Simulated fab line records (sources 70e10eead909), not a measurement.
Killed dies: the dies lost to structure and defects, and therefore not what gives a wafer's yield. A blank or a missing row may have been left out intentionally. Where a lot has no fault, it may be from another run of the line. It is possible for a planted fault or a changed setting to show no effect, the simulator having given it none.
fab line records	flow nandHarc
[record] lots = 24	wafers = 72	lastDay = 25
route steps=1159 shown A_SGD_CUT@767 A_SLIT@781 A_CONTACT@869
lots with no fault: from the same line, run without faults
startH: start of the lot's first displayed wafer, in hours after the record's first day	waitH: time in hours since the lot's previous step	" unchanged from the row above	L1.1+2: one row covering several wafers at once	- no value, or no start given	* or withheld: withheld	< > ~ a bound
route shown NAME@n: names a module that has steps shown in the file, with the first one's number in the route	usual: average and standard deviation across the fault-free wafers	same: alike in all rows	chamber/n: place in a boat	sites: per-site readings	_std_site: the values' standard deviation	_edge_site: the outer-site mean with the inner-site mean subtracted	radiusMm: for every site, how far away it sits from the centre of the wafer	mask NAME#n: copy n	behind: the most recent tool/chamber to have shaped the wafer	hold: why the lot went on hold/how many hours it stayed there/how the hold came to an end	device: the n, p or np transistor that did not switch	end of line: tests run on the same wafers once the route is complete	a step given without rows: its recipe and nothing more	killed: not the wafer's yield, but the dies lost to structure and defects at the first sort	map: a wafer's dies, marking killed ones x, the rest . and places with no die _
set.NAME: the setting as run; set.NAME@STEP: as run at that earlier step	model.NAME: the simulator's own value behind a step, which no gauge read
a sample of lots followed through the steps of the route, with each step as a table and each wafer as a row
services: when a tool's chamber went out of use (startH, in hours from the record's first day, below 0 if earlier), for how many hours, and the reason
[[steps]]
[step NHARC_A_SGD_CUT_STRIP_17]
[recipe] o2FlowSccm = 500	arFlowSccm = 0	biasW = 0	chemistry = O2
[usual] chamberPressureMTorr = 60.00/0.054	drypumpMotorCurrentA = 5.71/0.26	o2FlowSccm = 499.9/1.5	oesProductAu = 1.002/0.015	rfVppV = 57.7/1	showerheadPlenumPTorr = 3.51/0.15	throttleValvePct = 17.035/0.0089
lot.wafer	tool	chamber	startH	waitH	chamberPressureMTorr	drypumpMotorCurrentA	o2FlowSccm	oesProductAu	rfHoursCounterH	rfVppV	showerheadPlenumPTorr	throttleValvePct
L075.2	rieDiel-07	0	-	-	60.03	5.86	499.6	0.980	9	56.5	3.29	17.047
L075.4	"	1	"	"	59.95	5.88	499.9	0.975	10	58.3	3.71	17.025
L075.3	"	2	"	"	60.08	6.09	496.8	0.981	10	57.0	3.35	17.043
L074.2	rieDiel-03	3	-	-	59.99	6.08	499.5	1.018	9	58.4	3.54	17.039
L074.3	"	0	"	"	59.95	5.40	499.9	0.999	9	56.8	3.42	17.044
L074.1	"	1	"	"	60.03	5.99	498.5	1.003	9	57.2	3.42	17.029
L078.2	rieDiel-04	1	-	-	59.99	5.71	502.2	1.000	1	57.3	3.30	17.037
L078.5	"	2	"	"	60.04	5.26	499.8	1.020	-	57.1	3.50	17.044
L078.6	"	3	"	"	60.02	5.68	497.8	1.027	-	56.5	3.74	17.037
L077.1	rieDiel-04	2	-	-	59.95	5.24	501.9	1.012	2	57.2	3.50	17.021
L077.4	"	3	"	"	59.94	5.71	497.8	1.005	2	59.0	3.74	17.032
L077.3	"	0	"	"	60.02	5.65	498.8	0.998	2	58.9	3.68	17.036
L076.2	rieDiel-04	2	-	-	60.07	5.24	501.0	1.024	2	56.2	3.50	17.013
L076.5	"	0	"	"	59.95	5.64	500.8	1.002	-	58.8	3.68	17.036
L076.6	"	1	"	"	59.93	5.73	499.8	0.997	-	56.7	3.30	17.035
L079.1	rieDiel-03	0	-	-	59.97	5.42	501.6	0.993	11	56.4	3.42	17.029
L079.4	"	1	"	"	59.91	6.01	499.9	1.002	11	58.1	3.42	17.032
L079.6	"	0	"	"	60.07	5.39	500.5	0.998	-	59.1	3.42	17.030
L081.1	rieDiel-07	1	-	-	60.04	5.88	500.0	0.986	13	56.8	3.71	17.030
L081.2	"	2	"	"	59.96	6.05	502.2	0.990	14	56.4	3.34	17.038
L081.5	"	2	"	"	59.91	6.04	499.7	0.982	-	59.2	3.34	17.048
L080.1	rieDiel-04	0	-	-	60.01	5.66	500.1	0.996	4	58.7	3.68	17.029
L080.5	"	0	"	"	59.93	5.67	500.6	0.992	-	58.0	3.68	17.043
L080.6	"	1	"	"	60.02	5.71	497.6	0.994	-	57.4	3.30	17.041
L084.4	rieDiel-03	1	-	-	59.99	5.99	498.2	0.998	13	57.6	3.41	17.037
L084.6	"	3	"	"	59.98	6.03	498.1	1.004	-	57.4	3.54	17.031
L084.5	"	0	"	"	60.07	5.38	500.3	0.999	-	58.6	3.42	17.037
L083.2	rieDiel-04	2	-	-	60.01	5.25	501.4	1.014	5	59.2	3.49	17.038
L083.1	"	3	"	"	59.92	5.69	497.0	1.014	5	59.0	3.74	17.043
L083.5	"	2	"	"	59.99	5.26	498.2	1.024	-	57.6	3.49	17.041
L082.1	rieDiel-07	0	-	-	60.03	5.86	499.9	0.983	14	54.0	3.29	17.031
L082.2	"	1	"	"	60.04	5.85	502.0	0.972	14	59.3	3.70	17.025
L082.5	"	1	"	"	60.07	5.87	502.3	0.984	-	58.5	3.70	17.009
L087.3	rieDiel-07	2	-	-	59.92	6.08	498.5	0.993	17	57.8	3.34	17.043
L087.1	"	3	"	"	60.02	5.54	502.3	1.001	13	58.5	3.51	17.028
L087.5	"	2	"	"	59.94	6.05	499.5	0.982	-	57.5	3.34	17.036
L088.4	rieDiel-04	0	-	-	60.05	5.64	500.9	1.003	7	57.3	3.68	17.040
L088.1	"	1	"	"	60.06	5.73	499.6	0.996	7	57.0	3.30	17.013
L088.5	"	0	"	"	60.03	5.68	497.7	1.001	-	58.4	3.68	17.034
L086.1	rieDiel-04	0	-	-	59.96	5.66	498.7	1.002	8	56.4	3.68	17.029
L086.2	"	1	"	"	59.98	5.74	502.8	1.005	8	58.2	3.30	17.043
L086.6	"	0	"	"	60.03	5.68	498.4	1.014	-	59.6	3.68	17.034
L085.1	rieDiel-04	0	-	-	59.99	5.62	502.7	1.006	8	57.9	3.68	17.049
L085.6	"	1	"	"	59.96	5.71	501.0	1.007	-	57.1	3.30	17.049
L085.4	"	0	"	"	59.89	5.63	502.7	1.013	-	57.6	3.68	17.025
L092.2	rieDiel-03	1	-	-	59.95	5.98	499.5	0.997	1	57.6	3.41	17.042
L092.1	"	0	"	"	60.01	5.39	500.3	0.986	1	58.0	3.42	17.045
L092.6	"	1	"	"	60.10	5.97	500.5	1.005	-	57.7	3.41	17.035
L091.3	rieDiel-04	0	-	-	60.00	5.67	497.8	1.005	9	57.3	3.68	17.030
L091.2	"	1	"	"	60.02	5.75	498.2	1.002	9	57.2	3.30	17.032
L091.1	"	2	"	"	59.93	5.23	500.3	1.036	9	58.9	3.49	17.042
L090.1	rieDiel-04	3	-	-	60.01	5.67	501.7	1.015	8	57.6	3.74	17.036
L090.4	"	1	"	"	60.00	5.72	501.2	1.002	9	56.7	3.30	17.020
L090.6	"	3	"	"	60.06	5.68	500.7	1.020	-	59.1	3.74	17.018
L089.1	rieDiel-03	2	-	-	59.96	5.88	500.9	1.014	1	58.7	3.57	17.036
L089.3	"	3	"	"	59.97	6.07	499.1	1.004	1	57.3	3.54	17.038
L089.6	"	1	"	"	60.05	5.98	501.6	1.003	-	58.1	3.41	17.044
L095.3	rieDiel-04	1	-	-	59.90	5.74	497.6	1.002	10	55.9	3.30	17.026
L095.4	"	2	"	"	60.00	5.26	498.2	1.031	10	57.5	3.49	17.038
L095.5	"	2	"	"	60.04	5.25	500.0	1.031	-	57.4	3.49	17.026
L096.2	rieDiel-03	3	-	-	59.97	6.06	500.3	0.998	3	57.3	3.54	17.033
L096.1	"	1	"	"	59.94	5.98	499.8	0.998	4	57.5	3.41	17.043
L096.6	"	3	"	"	59.91	6.05	499.6	1.003	-	58.6	3.54	17.047
L094.2	rieDiel-03	1	-	-	60.02	6.01	501.9	1.010	4	57.9	3.41	17.017
L094.4	"	3	"	"	59.97	6.10	499.8	1.002	3	57.5	3.54	17.034
L094.5	"	2	"	"	60.13	5.88	497.8	1.011	-	58.6	3.57	17.033
L093.3	rieDiel-07	2	-	-	59.92	6.08	500.4	1.002	2	58.1	3.34	17.029
L093.1	"	3	"	"	59.94	5.52	501.5	0.986	2	59.3	3.51	17.046
L093.6	"	0	"	"	60.00	5.85	498.2	0.972	-	57.8	3.28	17.037
L097.3	rieDiel-03	0	-	-	59.98	5.36	499.1	0.982	6	58.6	3.42	17.030
L097.4	"	2	"	"	59.99	5.87	499.8	1.006	6	58.4	3.57	17.026
L097.6	"	3	"	"	59.92	6.08	499.7	1.008	-	59.3	3.54	17.026
[step NHARC_A_SGD_CUT_THK_MEAS_22]
[recipe] thkMeasGauge = ellipsometry
[usual] thkNm = 147.8/1.5
lot.wafer	tool	chamber	startH	waitH	thkNm
L075.2	filmMetro-01	-	323.29	0.2	148.0
L075.3	"	-	"	"	150.4
L075.4	"	-	"	"	148.6
L074.1	filmMetro-02	-	323.30	0.2	147.6
L074.2	"	-	"	"	150.3
L074.3	"	-	"	"	149.4
L078.2	filmMetro-01	-	331.86	0.2	147.4
L078.5	"	-	"	"	147.4
L078.6	"	-	"	"	144.7
L077.1	filmMetro-02	-	331.86	0.2	148.1
L077.3	"	-	"	"	148.1
L077.4	"	-	"	"	149.8
L079.1	filmMetro-02	-	342.70	0.2	147.1
L079.4	"	-	"	"	147.1
L079.6	"	-	"	"	148.3
L076.2	filmMetro-01	-	342.70	0.2	145.5
L076.5	"	-	"	"	146.2
L076.6	"	-	"	"	146.5
L081.1	filmMetro-02	-	363.76	0.2	147.8
L081.2	"	-	"	"	149.0
L081.5	"	-	"	"	151.2
L084.4	filmMetro-01	-	363.76	0.2	149.7
L084.5	"	-	"	"	145.7
L084.6	"	-	"	"	150.2
L080.1	filmMetro-01	-	363.76	0.2	148.7
L080.5	"	-	"	"	148.5
L080.6	"	-	"	"	148.8
L083.1	filmMetro-02	-	366.61	0.2	148.6
L083.2	"	-	"	"	148.4
L083.5	"	-	"	"	148.0
L082.1	filmMetro-01	-	366.61	0.2	149.3
L082.2	"	-	"	"	148.2
L082.5	"	-	"	"	148.3
L087.1	filmMetro-01	-	392.28	0.2	143.8
L087.3	"	-	"	"	149.0
L087.5	"	-	"	"	148.0
L088.1	filmMetro-02	-	392.28	0.2	148.0
L088.4	"	-	"	"	147.7
L088.5	"	-	"	"	144.8
L086.1	filmMetro-01	-	405.65	0.2	147.6
L086.2	"	-	"	"	149.2
L086.6	"	-	"	"	149.1
L085.1	filmMetro-02	-	405.65	0.2	147.1
L085.4	"	-	"	"	143.4
L085.6	"	-	"	"	148.5
L092.1	filmMetro-01	-	413.33	0.2	149.8
L092.2	"	-	"	"	148.2
L092.6	"	-	"	"	148.7
L090.1	filmMetro-02	-	413.33	0.2	145.3
L090.4	"	-	"	"	151.7
L090.6	"	-	"	"	148.9
L091.1	filmMetro-01	-	413.33	0.2	148.0
L091.2	"	-	"	"	146.3
L091.3	"	-	"	"	146.7
L089.1	filmMetro-02	-	413.47	0.2	147.8
L089.3	"	-	"	"	149.5
L089.6	"	-	"	"	147.8
L094.2	filmMetro-01	-	435.85	0.2	148.4
L094.4	"	-	"	"	149.8
L094.5	"	-	"	"	147.7
L095.3	filmMetro-02	-	435.85	0.2	145.3
L095.4	"	-	"	"	149.4
L095.5	"	-	"	"	144.9
L096.1	filmMetro-01	-	435.86	0.2	148.7
L096.2	"	-	"	"	147.3
L096.6	"	-	"	"	147.6
L093.1	filmMetro-02	-	436.00	0.2	147.3
L093.3	"	-	"	"	148.8
L093.6	"	-	"	"	147.1
L097.3	filmMetro-01	-	456.05	0.2	148.7
L097.4	"	-	"	"	147.6
L097.6	"	-	"	"	145.3
[step NHARC_A_SLIT_DEP_23]
[recipe] targetThkA = 1000	targetThkNm = 100	tempC = 400	pressureTorr = 3.5	flowSccm = 200	rfW = 350	material = SiON
[usual] heaterPowerW = 712/95
lot.wafer	tool	chamber	startH	waitH	heaterPowerW
L074.1	pecvd-01	1	326.15	1.7	676
L074.2	"	2	"	"	666
L074.3	"	0	"	"	848
L075.2	pecvd-02	2	326.40	1.3	621
L075.3	"	0	"	"	817
L075.4	"	1	"	"	650
L078.2	pecvd-03	2	334.79	1.4	758
L078.6	"	1	"	"	862
L078.5	"	2	"	"	785
L077.1	pecvd-01	1	335.67	1.7	692
L077.3	"	2	"	"	679
L077.4	"	0	"	"	722
L079.1	pecvd-02	1	347.38	1.9	610
L079.4	"	1	"	"	618
L079.6	"	2	"	"	654
L076.2	pecvd-01	0	349.00	1.4	752
L076.6	"	2	"	"	612
L076.5	"	0	"	"	765
L081.2	pecvd-01	0	366.57	1.3	772
L081.1	"	1	"	"	613
L081.5	"	0	"	"	758
L084.4	pecvd-02	2	366.75	0.8	680
L084.6	"	0	"	"	762
L084.5	"	1	"	"	582
L080.1	pecvd-03	1	366.96	1.7	727
L080.6	"	0	"	"	688
L080.5	"	2	"	"	745
L083.1	pecvd-03	1	370.57	1.7	787
L083.2	"	2	"	"	794
L083.5	"	1	"	"	803
L082.1	pecvd-02	1	370.82	1.7	661
L082.2	"	2	"	"	700
L082.5	"	1	"	"	653
L088.1	pecvd-02	1	395.69	1.9	601
L088.4	"	1	"	"	619
L088.5	"	2	"	"	628
L087.1	pecvd-02	0	395.86	2.1	769
L087.3	"	1	"	"	637
L087.5	"	2	"	"	595
L086.2	pecvd-02	2	408.69	1.5	686
L086.1	"	0	"	"	842
L086.6	"	0	"	"	869
L085.1	pecvd-01	1	409.84	1.6	615
L085.4	"	1	"	"	625
L085.6	"	0	"	"	844
L090.1	pecvd-03	1	417.11	1.6	741
L090.6	"	1	"	"	762
L090.4	"	2	"	"	745
L092.1	pecvd-02	1	417.46	1.7	659
L092.2	"	2	"	"	660
L092.6	"	0	"	"	902
L091.2	pecvd-02	0	419.50	1.4	893
L091.1	"	1	"	"	568
L091.3	"	2	"	"	612
L089.1	pecvd-03	2	420.99	1.7	793
L089.3	"	0	"	"	595
L089.6	"	2	"	"	801
L095.3	pecvd-03	1	439.03	1.0	805
L095.4	"	0	"	"	656
L095.5	"	2	"	"	761
L094.2	pecvd-01	2	439.74	1.3	648
L094.5	"	2	"	"	631
L094.4	"	0	"	"	848
L096.1	pecvd-02	1	439.85	1.6	694
L096.2	"	0	"	"	867
L096.6	"	2	"	"	576
L093.3	pecvd-02	2	441.03	1.1	691
L093.1	"	0	"	"	861
L093.6	"	1	"	"	676
L097.3	pecvd-01	2	460.32	1.0	618
L097.4	"	2	"	"	615
L097.6	"	0	"	"	768
[step NHARC_A_SLIT_INSPECT_11]
[usual] rawDefectCount = 20/8.6
lot.wafer	tool	chamber	startH	waitH	rawDefectCount
L074.1	defectInspect-02	-	326.83	0.0	5
L074.2	"	-	"	"	5
L074.3	"	-	"	"	7
L075.2	defectInspect-02	-	327.20	0.0	18
L075.3	"	-	"	"	17
L075.4	"	-	"	"	22
L078.2	defectInspect-01	-	335.53	0.0	22
L078.5	"	-	"	"	25
L078.6	"	-	"	"	17
L077.1	defectInspect-02	-	336.45	0.0	16
L077.3	"	-	"	"	11
L077.4	"	-	"	"	8
L079.1	defectInspect-01	-	348.15	0.0	11
L079.4	"	-	"	"	18
L079.6	"	-	"	"	13
L076.2	defectInspect-01	-	349.72	0.0	24
L076.5	"	-	"	"	18
L076.6	"	-	"	"	30
L081.1	defectInspect-01	-	367.25	0.0	29
L081.2	"	-	"	"	19
L081.5	"	-	"	"	24
L084.4	defectInspect-02	-	367.47	0.0	18
L084.5	"	-	"	"	10
L084.6	"	-	"	"	15
L080.1	defectInspect-02	-	367.74	0.0	13
L080.5	"	-	"	"	12
L080.6	"	-	"	"	17
L083.1	defectInspect-02	-	371.23	0.0	35
L083.2	"	-	"	"	21
L083.5	"	-	"	"	29
L082.1	defectInspect-02	-	371.50	0.0	27
L082.2	"	-	"	"	28
L082.5	"	-	"	"	22
L088.1	defectInspect-01	-	396.35	0.0	12
L088.4	"	-	"	"	16
L088.5	"	-	"	"	15
L087.1	defectInspect-01	-	396.64	0.0	28
L087.3	"	-	"	"	32
L087.5	"	-	"	"	30
L086.1	defectInspect-02	-	409.50	0.0	14
L086.2	"	-	"	"	11
L086.6	"	-	"	"	16
L085.1	defectInspect-01	-	410.54	0.0	23
L085.4	"	-	"	"	34
L085.6	"	-	"	"	21
L090.1	defectInspect-01	-	417.91	0.0	14
L090.4	"	-	"	"	10
L090.6	"	-	"	"	12
L092.1	defectInspect-01	-	418.23	0.0	29
L092.2	"	-	"	"	28
L092.6	"	-	"	"	40
L091.1	defectInspect-02	-	420.18	0.0	10
L091.2	"	-	"	"	9
L091.3	"	-	"	"	14
L089.1	defectInspect-01	-	421.77	0.0	28
L089.3	"	-	"	"	15
L089.6	"	-	"	"	27
L095.3	defectInspect-02	-	439.82	0.0	18
L095.4	"	-	"	"	11
L095.5	"	-	"	"	12
L094.2	defectInspect-01	-	440.55	0.0	22
L094.4	"	-	"	"	26
L094.5	"	-	"	"	25
L096.1	defectInspect-02	-	440.72	0.1	14
L096.2	"	-	"	"	16
L096.6	"	-	"	"	18
L093.1	defectInspect-01	-	441.68	0.0	28
L093.3	"	-	"	"	42
L093.6	"	-	"	"	25
L097.3	defectInspect-02	-	461.11	0.0	15
L097.4	"	-	"	"	16
L097.6	"	-	"	"	15
[step NHARC_A_CONTACT_ETCH_118]
[recipe] sourceW = withheld	pressureMtorr = 20	biasV = 3000	timeS = 94	targetDepthA = 9220	arFlowSccm = withheld	c4f8FlowSccm = withheld	o2FlowSccm = withheld	chemistry = C4F8/O2/Ar
[usual] chamberPressureMTorr = 20.003/0.022
lot.wafer	tool	chamber	startH	waitH	chamberPressureMTorr	rfHoursCounterH
L075.2	harCapEtch-01	1	376.33	0.1	20.022	57
L075.4	"	0	"	"	19.984	-
L075.3	"	1	"	"	20.017	-
L074.2	harCapEtch-02	1	377.35	0.1	20.008	11
L074.1	"	0	"	"	19.996	11
L074.3	"	1	"	"	19.983	-
L077.1	harCapEtch-03	0	380.72	0.1	19.978	88
L077.4	"	1	"	"	19.986	-
L077.3	"	0	"	"	20.019	-
L078.2	harCapEtch-01	0	381.50	0.1	19.985	58
L078.6	"	0	"	"	20.014	-
L078.5	"	1	"	"	20.032	-
L079.1	harCapEtch-01	1	400.52	0.1	20.019	62
L079.4	"	0	"	"	19.969	-
L079.6	"	0	"	"	19.995	-
L076.2	harCapEtch-02	1	401.04	0.1	19.978	15
L076.5	"	0	"	"	20.024	-
L076.6	"	1	"	"	20.007	-
L084.4	harCapEtch-02	1	411.09	0.1	20.005	-
L084.5	"	0	"	"	20.006	-
L084.6	"	1	"	"	19.974	-
L081.2	harCapEtch-03	0	411.22	0.1	19.993	93
L081.1	"	1	"	"	20.020	93
L081.5	"	0	"	"	19.997	-
L080.1	harCapEtch-03	0	416.50	0.1	20.031	94
L080.6	"	0	"	"	20.004	-
L080.5	"	1	"	"	19.987	-
L083.1	harCapEtch-01	1	426.41	0.1	20.028	66
L083.2	"	0	"	"	20.021	66
L083.5	"	0	"	"	19.992	-
L082.1	harCapEtch-03	1	427.97	0.1	20.020	97
L082.2	"	0	"	"	20.004	97
L082.5	"	0	"	"	19.988	-
L088.1	harCapEtch-01	0	440.89	0.1	20.034	69
L088.4	"	1	"	"	19.995	-
L088.5	"	1	"	"	20.015	-
L087.1	harCapEtch-03	1	441.39	0.1	19.975	99
L087.3	"	1	"	"	19.999	-
L087.5	"	1	"	"	19.962	-
L086.1	harCapEtch-02	0	454.33	0.1	20.004	22
L086.2	"	1	"	"	20.023	22
L086.6	"	0	"	"	19.995	-
L085.1	harCapEtch-01	1	455.05	0.1	19.997	72
L085.4	"	1	"	"	19.999	-
L085.6	"	0	"	"	20.002	-
L090.1	harCapEtch-02	0	465.56	0.1	20.006	24
L090.4	"	1	"	"	19.990	-
L090.6	"	0	"	"	20.007	-
L091.1	harCapEtch-03	0	465.84	0.1	20.008	104
L091.2	"	1	"	"	20.005	104
L091.3	"	1	"	"	20.017	-
L092.1	harCapEtch-02	0	470.95	0.1	19.986	26
L092.2	"	1	"	"	20.028	26
L092.6	"	1	"	"	20.010	-
L089.1	harCapEtch-03	1	476.82	0.1	20.015	106
L089.3	"	0	"	"	20.010	-
L089.6	"	0	"	"	19.990	-
L094.2	harCapEtch-03	0	492.15	0.1	20.020	108
L094.4	"	1	"	"	19.979	-
L094.5	"	1	"	"	20.035	-
L095.3	harCapEtch-02	0	496.29	0.1	19.988	-
L095.4	"	1	"	"	20.032	-
L095.5	"	0	"	"	20.001	-
L096.1	harCapEtch-03	1	501.08	0.1	19.972	109
L096.2	"	0	"	"	19.999	109
L096.6	"	0	"	"	20.021	-
L093.1	harCapEtch-02	1	501.54	0.1	20.003	31
L093.3	"	0	"	"	19.999	-
L093.6	"	0	"	"	19.990	-
L097.4	harCapEtch-01	0	509.29	0.1	20.000	-
L097.3	"	1	"	"	20.000	-
L097.6	"	0	"	"	20.023	-
[step NHARC_A_CONTACT_ETCH_121]
[recipe] sourceW = withheld	pressureMtorr = 20	biasV = 3000	timeS = 94	targetDepthA = 9220	arFlowSccm = withheld	c4f8FlowSccm = withheld	o2FlowSccm = withheld	chemistry = C4F8/O2/Ar
[usual] chamberPressureMTorr = 20.000/0.018
lot.wafer	tool	chamber	startH	waitH	chamberPressureMTorr	rfHoursCounterH
L075.2	harCapEtch-01	1	376.60	0.1	20.007	57
L075.4	"	0	"	"	20.007	-
L075.3	"	1	"	"	20.005	-
L074.2	harCapEtch-02	1	377.71	0.1	20.006	11
L074.1	"	0	"	"	20.014	11
L074.3	"	1	"	"	20.024	-
L077.1	harCapEtch-03	0	380.99	0.1	20.012	88
L077.4	"	1	"	"	19.994	-
L077.3	"	0	"	"	19.968	-
L078.2	harCapEtch-01	0	381.77	0.1	20.009	59
L078.6	"	0	"	"	19.992	-
L078.5	"	1	"	"	19.983	-
L079.1	harCapEtch-01	1	400.79	0.1	20.009	62
L079.4	"	0	"	"	19.997	-
L079.6	"	0	"	"	20.007	-
L076.2	harCapEtch-02	1	401.31	0.1	19.981	15
L076.5	"	0	"	"	19.990	-
L076.6	"	1	"	"	19.992	-
L084.4	harCapEtch-02	1	411.36	0.1	19.994	-
L084.5	"	0	"	"	19.999	-
L084.6	"	1	"	"	20.008	-
L081.2	harCapEtch-03	0	411.50	0.1	19.972	93
L081.1	"	1	"	"	19.992	93
L081.5	"	0	"	"	20.008	-
L080.1	harCapEtch-03	0	416.78	0.1	19.992	95
L080.6	"	0	"	"	19.987	-
L080.5	"	1	"	"	20.021	-
L083.1	harCapEtch-01	1	426.68	0.1	19.989	66
L083.2	"	0	"	"	20.001	66
L083.5	"	0	"	"	20.022	-
L082.1	harCapEtch-03	1	428.24	0.1	19.999	97
L082.2	"	0	"	"	19.966	97
L082.5	"	0	"	"	20.011	-
L088.1	harCapEtch-01	0	441.16	0.1	20.004	70
L088.4	"	1	"	"	20.015	-
L088.5	"	1	"	"	19.995	-
L087.1	harCapEtch-03	1	441.66	0.1	19.995	100
L087.3	"	1	"	"	20.001	-
L087.5	"	1	"	"	19.977	-
L086.1	harCapEtch-02	0	454.60	0.1	19.971	23
L086.2	"	1	"	"	19.990	23
L086.6	"	0	"	"	20.010	-
L085.1	harCapEtch-01	1	455.33	0.1	20.005	72
L085.4	"	1	"	"	19.967	-
L085.6	"	0	"	"	19.972	-
L090.1	harCapEtch-02	0	465.83	0.1	19.959	25
L090.4	"	1	"	"	19.991	-
L090.6	"	0	"	"	20.040	-
L091.1	harCapEtch-03	0	466.11	0.1	19.996	104
L091.2	"	1	"	"	19.969	104
L091.3	"	1	"	"	20.008	-
L092.1	harCapEtch-02	0	471.22	0.1	20.002	26
L092.2	"	1	"	"	19.995	26
L092.6	"	1	"	"	20.018	-
L089.1	harCapEtch-03	1	477.09	0.1	19.994	106
L089.3	"	0	"	"	20.012	-
L089.6	"	0	"	"	19.989	-
L094.2	harCapEtch-03	0	492.42	0.1	20.000	108
L094.4	"	1	"	"	20.010	-
L094.5	"	1	"	"	20.028	-
L095.3	harCapEtch-02	0	496.57	0.1	20.016	-
L095.4	"	1	"	"	19.983	-
L095.5	"	0	"	"	19.991	-
L096.1	harCapEtch-03	1	501.35	0.1	20.016	109
L096.2	"	0	"	"	20.007	109
L096.6	"	0	"	"	19.953	-
L093.1	harCapEtch-02	1	501.81	0.1	20.026	31
L093.3	"	0	"	"	19.980	-
L093.6	"	0	"	"	20.009	-
L097.4	harCapEtch-01	0	509.65	0.1	19.999	-
L097.3	"	1	"	"	20.012	-
L097.6	"	0	"	"	20.008	-
[[services]]
tool	chamber	startH	hours	kind
pecvd-02	1	299.99	7.7	repair
harCapEtch-02	-	302.88	0.9	repair
rieDiel-07	1	303.10	12.3	repair
harCapEtch-02	-	305.00	17.0	pm
harCapEtch-02	0	305.00	17.0	ventCycle
harCapEtch-03	-	329.66	0.6	repair
pecvd-02	-	334.35	13.0	pm
rieDiel-04	0	336.17	4.6	repair
pecvd-01	-	344.04	0.2	repair
rieDiel-04	-	350.57	0.4	repair
rieDiel-04	-	357.65	0.2	repair
rieDiel-04	3	392.19	13.0	repair
rieDiel-03	-	392.37	9.0	pm
rieDiel-07	-	405.20	9.0	pm
pecvd-01	-	411.29	0.9	repair
pecvd-01	-	418.26	13.0	pm
rieDiel-04	-	465.90	9.0	pm
pecvd-03	-	473.05	13.0	pm
pecvd-01	2	477.28	21.3	repair
rieDiel-04	3	478.24	14.8	repair
rieDiel-07	3	480.85	7.0	repair
harCapEtch-03	-	497.84	0.4	repair
rieDiel-04	1	502.93	6.6	repair
rieDiel-04	-	506.15	1.2	repair
[[key]]
fault none
